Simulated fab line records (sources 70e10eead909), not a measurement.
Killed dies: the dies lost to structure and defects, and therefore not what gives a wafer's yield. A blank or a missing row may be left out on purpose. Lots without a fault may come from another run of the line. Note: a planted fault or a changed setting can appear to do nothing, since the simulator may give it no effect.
Which of the tools did it? -- flow nand-harc -- 6 lots with 18 wafers sampled at 4 steps, on a route of 1302 steps

== WHAT THE GAUGES SHOWED, per wafer ==
NHARC_P_GATE_CD_MEAS_46 targets a cd of 720 nm.
lot,measured,on,cd-nm (nm)
L643,day 7 09:32,cd-sem-03,717.9 716.9 718.2
L652,day 11 15:33,cd-sem-03,721.6 720.5 718.2
L655,day 12 14:27,cd-sem-02,722.3 720.4 720.5
L657,day 13 12:31,cd-sem-03,722.2 721.5 717.8
L659,day 14 17:11,cd-sem-03,721.1 717.4 717.7
L661,day 15 03:56,cd-sem-02,715.7 715.1 717.2

== WHAT TOOL EACH LOT RAN ON (gives the tool, then ch and the chambers of the sampled wafers, and finally the start) ==
lot,NHARC_P_GATE_ETCH_32,NHARC_P_GATE_STRIP_108,NHARC_P_GATE_EXPOSE_43
L643,"rie-si-03 ch 1,3, day 6 22:05","rie-diel-03 ch 2,3, day 6 22:16","krf-scanner-02 ch 0, day 7 09:22"
L652,"rie-si-03 ch 1,2,3, day 11 04:08","rie-diel-07 ch 0,2,3, day 11 04:22","krf-scanner-02 ch 0, day 11 15:24"
L655,"rie-si-02 ch 0,1,2, day 12 03:11","rie-diel-07 ch 0,2, day 12 03:20","krf-scanner-02 ch 0, day 12 14:18"
L657,"rie-si-02 ch 0,1,3, day 13 01:11","rie-diel-07 ch 0,1,3, day 13 01:20","krf-scanner-03 ch 0, day 13 12:22"
L659,"rie-si-02 ch 0,1,2, day 14 05:50","rie-diel-07 ch 0,1, day 14 06:00","krf-scanner-02 ch 0, day 14 17:02"
L661,"rie-si-02 ch 1,3, day 14 16:30","rie-diel-07 ch 0,3, day 14 16:39","krf-scanner-03 ch 0, day 15 03:46"
- NHARC_P_GATE_ETCH_32: etches the open film in HBr/Cl2, target depth 150 nm, time 100.1 s.
- NHARC_P_GATE_STRIP_108: strips in O2.
- NHARC_P_GATE_EXPOSE_43: exposes mask P NSD, target cd 720 nm.

== THE ANSWER, worked out from the rows above alone ==
Rule: the usual values come from the lots themselves. The widest of any qualifying gaps counts: lots, ordered by their means at a reading, are off when they make up no more than a third of the lots, leave a main group of 4 or more, and stand apart from it by 3 or more times the standard deviation of that group's means. A main group is skipped when, at the precision printed for the reading in the tables above, its means are all equal. A lot without any number at a reading at which 4 lots or more have one is off too. The other lots that the step has rows for count as sound.
No lot is off on any of the readings shown, so nothing can be concluded from this.

== WHAT THE SIMULATOR PUT IN ==
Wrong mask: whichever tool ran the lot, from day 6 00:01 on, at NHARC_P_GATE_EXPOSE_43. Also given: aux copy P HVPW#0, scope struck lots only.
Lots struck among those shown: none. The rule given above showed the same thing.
